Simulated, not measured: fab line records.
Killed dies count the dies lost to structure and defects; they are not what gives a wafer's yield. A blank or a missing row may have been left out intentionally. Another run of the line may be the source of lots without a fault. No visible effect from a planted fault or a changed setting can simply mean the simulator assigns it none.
Split-lot trial :: flow n5-finfet :: 14 wafers read across 7 lots, on a route 1938 steps long

THE SPLIT ITSELF
At N5_BEOL_M0_SPUTTER_116 (material Cu, target thk 4 nm, time 7.37 s), the setting time-s was moved away from the recipe's 7.37 s on 5 of the 14 wafers read, by -5.6% to +14.7%. The other wafers ran this setting at the recipe's value.

The reading comes from the split's own step.

THE READING
Cu_of_BEOL_M0_SPUTTER_116.thk-nm (the simulator's own value, which no gauge read), in nm, at N5_BEOL_M0_SPUTTER_116 (material Cu, target thk 4 nm, time 7.37 s). The file gives no usual value for it. The 9 wafers here that ran the recipe average 4.1 nm, standard deviation 0.099 nm.

wafer: L075.5
tool, chamber at the split: pvd-sputter-03, -
time-s as run, s: 8.408
against the recipe: +14.1%
Cu_of_BEOL_M0_SPUTTER_116.thk-nm, nm: 4.4
against lot-mates on the recipe: no lot-mate on the recipe

wafer: L077.2
tool, chamber at the split: pvd-sputter-01, -
time-s as run, s: 6.955
against the recipe: -5.6%
Cu_of_BEOL_M0_SPUTTER_116.thk-nm, nm: 3.6
against lot-mates on the recipe: -0.4

wafer: L077.3
tool, chamber at the split: pvd-sputter-01, -
time-s as run, s: 7.37
against the recipe: recipe
Cu_of_BEOL_M0_SPUTTER_116.thk-nm, nm: 4
against lot-mates on the recipe: -

wafer: L078.2
tool, chamber at the split: pvd-sputter-02, -
time-s as run, s: 7.37
against the recipe: recipe
Cu_of_BEOL_M0_SPUTTER_116.thk-nm, nm: 4.2
against lot-mates on the recipe: -

wafer: L078.5
tool, chamber at the split: pvd-sputter-02, -
time-s as run, s: 7.37
against the recipe: recipe
Cu_of_BEOL_M0_SPUTTER_116.thk-nm, nm: 4.2
against lot-mates on the recipe: -

wafer: L078.4
tool, chamber at the split: pvd-sputter-02, -
time-s as run, s: 7.37
against the recipe: recipe
Cu_of_BEOL_M0_SPUTTER_116.thk-nm, nm: 4
against lot-mates on the recipe: -

wafer: L083.2
tool, chamber at the split: pvd-sputter-02, -
time-s as run, s: 8.255
against the recipe: +12.0%
Cu_of_BEOL_M0_SPUTTER_116.thk-nm, nm: 4.6
against lot-mates on the recipe: +0.6

wafer: L083.4
tool, chamber at the split: pvd-sputter-02, -
time-s as run, s: 7.37
against the recipe: recipe
Cu_of_BEOL_M0_SPUTTER_116.thk-nm, nm: 4
against lot-mates on the recipe: -

wafer: L083.6
tool, chamber at the split: pvd-sputter-02, -
time-s as run, s: 8.255
against the recipe: +12.0%
Cu_of_BEOL_M0_SPUTTER_116.thk-nm, nm: 4.4
against lot-mates on the recipe: +0.4

wafer: L088.1
tool, chamber at the split: pvd-sputter-02, -
time-s as run, s: 7.37
against the recipe: recipe
Cu_of_BEOL_M0_SPUTTER_116.thk-nm, nm: 4
against lot-mates on the recipe: -

wafer: L088.4
tool, chamber at the split: pvd-sputter-02, -
time-s as run, s: 7.37
against the recipe: recipe
Cu_of_BEOL_M0_SPUTTER_116.thk-nm, nm: 4
against lot-mates on the recipe: -

wafer: L090.3
tool, chamber at the split: pvd-sputter-01, -
time-s as run, s: 8.452
against the recipe: +14.7%
Cu_of_BEOL_M0_SPUTTER_116.thk-nm, nm: 4.6
against lot-mates on the recipe: no lot-mate on the recipe

wafer: L092.1
tool, chamber at the split: pvd-sputter-01, -
time-s as run, s: 7.37
against the recipe: recipe
Cu_of_BEOL_M0_SPUTTER_116.thk-nm, nm: 4.2
against lot-mates on the recipe: -

wafer: L092.5
tool, chamber at the split: pvd-sputter-01, -
time-s as run, s: 7.37
against the recipe: recipe
Cu_of_BEOL_M0_SPUTTER_116.thk-nm, nm: 4.2
against lot-mates on the recipe: -

THE FIT
A straight line over all 14 wafers: Cu_of_BEOL_M0_SPUTTER_116.thk-nm changes by +0.0358 nm for each +1% of time-s; r = +0.88; the points scatter about the line by 0.13 nm.
The same after taking each lot's own level away (the mean of its wafers on the recipe; 12 wafers): +0.0457 nm for each +1%; r = +0.95; scatter 0.082 nm.
According to that fit, moving time-s by its largest amount changes the reading by 0.67 nm.
The span of the lots' own levels, 4.00 to 4.20 nm, comes to 2.0 times the standard deviation stated above.
So the slope is not independent of the lot-to-lot level: the two fits are not the same.
Check: +0.468 nm against its lot-mates is what the line predicts for one of the wafers moved furthest among these (+12.0%) when that wafer is left out of the fit. Against them it came out at +0.6 nm.

OTHER SPLITS ON THESE WAFERS
These wafers also went through other splits before the reading. Each is held against what the fit with the lots' levels taken away leaves over:
other split on the same wafers: N5_BEOL_M0_SAQP_COAT_105 spin-rpm
wafers away from the commonest value: 6
r with Cu_of_BEOL_M0_SPUTTER_116.thk-nm (lot level and that fit taken away): -0.23

THE FILE'S OWN FIT
Cu_of_BEOL_M0_SPUTTER_116.thk-nm changes by +0.0458 nm for each +1% of time-s, r = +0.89.
